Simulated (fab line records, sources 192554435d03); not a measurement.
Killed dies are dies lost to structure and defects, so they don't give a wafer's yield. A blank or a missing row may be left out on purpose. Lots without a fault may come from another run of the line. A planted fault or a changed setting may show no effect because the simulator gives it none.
A struck lot beside a sound one | flow n5_finfet | 16 steps out of a route of 1938
Sound: wafers L587.1, L587.2, L587.5. Struck: wafers L598.1, L598.2, L598.5. The cause comes at the end.
At each step with rows: each side's tool, then ch and its chambers, then its first start. Under that, the readings that differ: sound wafers | struck wafers | difference of the means | sigmas: that difference in standard deviations of wafers without a fault.
alike: readings whose means differ by less than 2 such deviations, and words and numbers that are the same on both sides. not compared: withheld readings, readings that some wafer has no value for, bounds like >300 that may hide the same value, and numbers for which the record gives no deviation and whose values overlap.
The two part at a step that has a row with sigmas, a row that says differs or no value, or rows on one side only. Numbers that don't overlap but have no deviation are shown without sigmas and don't part them. A reading that every wafer of one side lacks parts them only if that side has two wafers or more.

N5_HKMG_FIN_ALD_71: deposits TiN, target thk 1 nm, pulse time 1 s, purge time 3 s.
  sound on ald_metal-03 ch 0,1,2, day 5 12:57; struck on ald_metal-04 ch 1,2,3, day 8 15:38
  alike: heater_power_w, precursor_pulse_height_rel
then, 1 step without rows for these wafers: N5_HKMG_FIN_COAT_66 (time 60 s, resist thk 300 nm).
N5_HKMG_FIN_ETCH_67: etches SOC in N2/H2, stops on TiN, target depth 388.9 nm.
  sound on rie_diel-05 ch 1,3, day 5 13:17; struck on rie_diel-04 ch 0,1, day 8 15:58
  reading                | sound             | struck            | difference | sigmas
  throttle_valve_pct (%) | 17.94 18.02 18.00 | 17.61 17.61 17.62 | -0.37      | -2
  alike: bias_w, drypump_motor_current_A, oes_product_au, rf_vpp_V, showerhead_plenum_p_Torr
  not compared: rf_hours_counter_h
N5_HKMG_FIN_STRIP_90: strips SOC in N2/H2, time 20 s.
  sound on rie_diel-05 ch 1,3, day 5 13:21; struck on rie_diel-04 ch 0,1, day 8 16:01
  alike: drypump_motor_current_A, oes_product_au, rf_vpp_V, showerhead_plenum_p_Torr, throttle_valve_pct
  not compared: rf_hours_counter_h
then, 2 steps without rows for these wafers: N5_HKMG_FIN_WET_ETCH_73 (etches the open film in SC1, time 42.3 s, target depth 1.3 nm, rinse time 30 s); N5_HKMG_FIN_ETCHBACK_68 (etches the open film in Cl2/Ar, stops on HfO2, target depth 0.5 nm).
N5_HKMG_FIN_STRIP_69: strips in N2/H2, time 360 s.
  sound on plasma_asher-01 ch 0,1, day 5 13:39; struck on plasma_asher-02 ch 0,1, day 8 16:19
  alike: drypump_motor_current_A, heater_power_w
  not compared: rf_hours_counter_h
then, 2 steps without rows for these wafers: N5_HKMG_FIN_ALD_21 (deposits TiN, target thk 1.5 nm, pulse time 1 s, purge time 3 s); N5_HKMG_FIN_ALD_72 (deposits W, target thk 2 nm, pulse time 1 s, purge time 2 s).
N5_HKMG_FIN_W_FILL_22: material W, target thk 60 nm, time 18.2 s.
  sound on cvd_w-02 ch 0,1, day 5 14:28; struck on cvd_w-01 ch 0,1, day 8 17:08
  alike: heater_power_w, throttle_valve_pct
then, 2 steps without rows for these wafers: N5_HKMG_FIN_PRECLEAN_83 (cleans in DIW, time 57.5 s); N5_HKMG_FIN_SRD_84 (dry time 32 s).
N5_HKMG_FIN_CMP_23: polishes, stops on SiNx, t overpolish 10 s, target thk 46.326 nm.
  sound on cmp-01 ch 0,2, day 5 14:34; struck on cmp-04 ch 1,3, day 8 17:25
  no value came back on the struck wafers for any of 5 readings (edge_zone_pressure_frac, head_pressure_psi (psi) and others); on the sound wafers edge_zone_pressure_frac reads 0.995 0.996 0.996
  reading                                   | sound          | struck         | difference | sigmas
  model.W_of_HKMG_FIN_W_FILL_22.thk_nm (nm) | 46.2 46.8 46.6 | 60.4 61.6 60.8 | +14.4      |
  not compared: pad_life_wafers, model.SiNx_of_SDB_ALD_29.thk_nm
N5_HKMG_FIN_CMP_94: polishes, stops on SiNx, t overpolish 4.7 s, target thk 43.299 nm.
  sound on cmp-01 ch 0,2, day 5 15:03; struck on cmp-04 ch 1,3, day 8 17:50
  reading             | sound          | struck         | difference | sigmas
  motor_current_A (A) | 10.2 10.3 10.3 | 12.4 12.8 13.7 | +2.7       | +2
  alike: edge_zone_pressure_frac, head_pressure_psi
  not compared: pad_life_wafers, model.SiNx_of_SDB_ALD_29.thk_nm
N5_BEOL_M4_RC_MEAS_101:
  the record has rows for the sound wafers here (prober-02 ch 0, day 9 12:49) and none for the struck ones
-- the record jumps here: 8 days lie between the struck wafers' starts before and after (it left off in module BEOL_M4 and takes up again in module PASSIVATION, whose first step shown is number 1936 of the route) --
N5_PASSIVATION_PROBE_49:
  the record has rows for the struck wafers here (prober-01, day 17 03:41) and none for the sound ones

WHERE THEY PART
First at N5_HKMG_FIN_ETCH_67; last, within this record, at N5_PASSIVATION_PROBE_49.

WHY: what the simulator had put in
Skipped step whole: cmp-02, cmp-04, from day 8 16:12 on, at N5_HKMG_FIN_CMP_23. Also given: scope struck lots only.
